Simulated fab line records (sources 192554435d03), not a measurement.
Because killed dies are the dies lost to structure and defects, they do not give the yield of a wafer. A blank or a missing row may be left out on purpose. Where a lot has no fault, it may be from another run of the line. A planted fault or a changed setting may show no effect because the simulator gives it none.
Matching of chambers || flow n5 finfet || N5_GATE_CUT_CMP_23 on cmp-04: 4 sister chambers
The step polishes, stops on SiO2, t overpolish 23.4 s, target thk 16 nm. 18 wafers are shown with their chamber, then 9 later ones without.

## WAFERS WITH THEIR CHAMBER
{"wafer": "L076.1", "chamber": 2, "motor current A (A)": 8.7, "time to endpoint s (s)": 16.5, "retaining ring pressure frac": 0.994}
{"wafer": "L076.3", "chamber": 3, "motor current A (A)": 9.7, "time to endpoint s (s)": 15.6, "retaining ring pressure frac": 1.004}
{"wafer": "L076.5", "chamber": 2, "motor current A (A)": 8.4, "time to endpoint s (s)": 16.2, "retaining ring pressure frac": 0.991}
{"wafer": "L078.2", "chamber": 2, "motor current A (A)": 8.3, "time to endpoint s (s)": 20.9, "retaining ring pressure frac": 0.997}
{"wafer": "L078.3", "chamber": 0, "motor current A (A)": 10.4, "time to endpoint s (s)": 20.4, "retaining ring pressure frac": 0.994}
{"wafer": "L078.6", "chamber": 1, "motor current A (A)": 8.4, "time to endpoint s (s)": 14.2, "retaining ring pressure frac": 0.999}
{"wafer": "L079.1", "chamber": 1, "motor current A (A)": 8.8, "time to endpoint s (s)": 13.8, "retaining ring pressure frac": 1.001}
{"wafer": "L079.4", "chamber": 0, "motor current A (A)": 10.0, "time to endpoint s (s)": 16.7, "retaining ring pressure frac": 1.007}
{"wafer": "L079.6", "chamber": 3, "motor current A (A)": 9.7, "time to endpoint s (s)": 19.2, "retaining ring pressure frac": 0.996}
{"wafer": "L084.2", "chamber": 2, "motor current A (A)": 8.1, "time to endpoint s (s)": 16.6, "retaining ring pressure frac": 0.997}
{"wafer": "L084.3", "chamber": 1, "motor current A (A)": 9.0, "time to endpoint s (s)": 14.4, "retaining ring pressure frac": 1.011}
{"wafer": "L084.5", "chamber": 3, "motor current A (A)": 9.6, "time to endpoint s (s)": 18.3, "retaining ring pressure frac": 1.004}
{"wafer": "L085.3", "chamber": 0, "motor current A (A)": 10.7, "time to endpoint s (s)": 18.3, "retaining ring pressure frac": 1.001}
{"wafer": "L085.4", "chamber": 3, "motor current A (A)": 9.4, "time to endpoint s (s)": 21.3, "retaining ring pressure frac": 1.002}
{"wafer": "L085.5", "chamber": 0, "motor current A (A)": 10.4, "time to endpoint s (s)": 21.1, "retaining ring pressure frac": 1.005}
{"wafer": "L086.3", "chamber": 2, "motor current A (A)": 8.3, "time to endpoint s (s)": 17.7, "retaining ring pressure frac": 0.995}
{"wafer": "L086.5", "chamber": 0, "motor current A (A)": 10.5, "time to endpoint s (s)": 17.4, "retaining ring pressure frac": 0.998}
{"wafer": "L086.6", "chamber": 3, "motor current A (A)": 9.4, "time to endpoint s (s)": 20.1, "retaining ring pressure frac": 1.001}

SIGNATURES (averages over the wafers above)
{"reading": "motor current A", "chamber 0": 10.400, "chamber 1": 8.733, "chamber 2": 8.360, "chamber 3": 9.560, "scatter within a chamber": 0.228}
{"reading": "time to endpoint s", "chamber 0": 18.780, "chamber 1": 14.133, "chamber 2": 17.580, "chamber 3": 18.900, "scatter within a chamber": 1.86}
{"reading": "retaining ring pressure frac", "chamber 0": 1.00100, "chamber 1": 1.00367, "chamber 2": 0.99480, "chamber 3": 1.00140, "scatter within a chamber": 0.00431}
Rule: distance of a wafer from a chamber = root of the sum over the readings of ((wafer's reading minus chamber's mean) / reading's scatter) squared. If the next closest chamber is less than 2 further off than the closest, the wafer can't be placed; otherwise it belongs to the closest. How the scatter is found: for the shown wafers, subtract from each reading the mean of its chamber, square and add these, divide the total by (wafers less chambers), then take the root.

## WAFERS WITHOUT THEIR CHAMBER
{"wafer": "L093.1", "motor current A (A)": 9.9, "time to endpoint s (s)": 20.4, "retaining ring pressure frac": 1.005}
{"wafer": "L093.3", "motor current A (A)": 10.4, "time to endpoint s (s)": 23.6, "retaining ring pressure frac": 0.992}
{"wafer": "L093.5", "motor current A (A)": 8.9, "time to endpoint s (s)": 15.3, "retaining ring pressure frac": 1.005}
{"wafer": "L094.1", "motor current A (A)": 9.5, "time to endpoint s (s)": 21.2, "retaining ring pressure frac": 1.000}
{"wafer": "L094.3", "motor current A (A)": 8.3, "time to endpoint s (s)": 18.7, "retaining ring pressure frac": 0.993}
{"wafer": "L094.4", "motor current A (A)": 10.5, "time to endpoint s (s)": 19.8, "retaining ring pressure frac": 1.002}
{"wafer": "L095.3", "motor current A (A)": 9.7, "time to endpoint s (s)": 20.0, "retaining ring pressure frac": 0.998}
{"wafer": "L095.4", "motor current A (A)": 9.2, "time to endpoint s (s)": 16.9, "retaining ring pressure frac": 0.998}
{"wafer": "L095.6", "motor current A (A)": 10.2, "time to endpoint s (s)": 20.0, "retaining ring pressure frac": 0.997}

## CHAMBER TAKEN BY EACH
{"wafer": "L093.1", "from the rows above": "can't be placed: 3 or 0", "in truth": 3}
{"wafer": "L093.3", "from the rows above": "can't be placed: 0 or 3", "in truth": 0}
{"wafer": "L093.5", "from the rows above": 1, "in truth": 1}
{"wafer": "L094.1", "from the rows above": 3, "in truth": 3}
{"wafer": "L094.3", "from the rows above": 2, "in truth": 2}
{"wafer": "L094.4", "from the rows above": 0, "in truth": 0}
{"wafer": "L095.3", "from the rows above": 3, "in truth": 3}
{"wafer": "L095.4", "from the rows above": "can't be placed: 3 or 1 or 2", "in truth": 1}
{"wafer": "L095.6", "from the rows above": "can't be placed: 0 or 3", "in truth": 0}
5 of 9 placed correctly. From these rows, 4 cannot be placed; in 4 the true chamber is one of the candidates. Placed wrongly: 0.
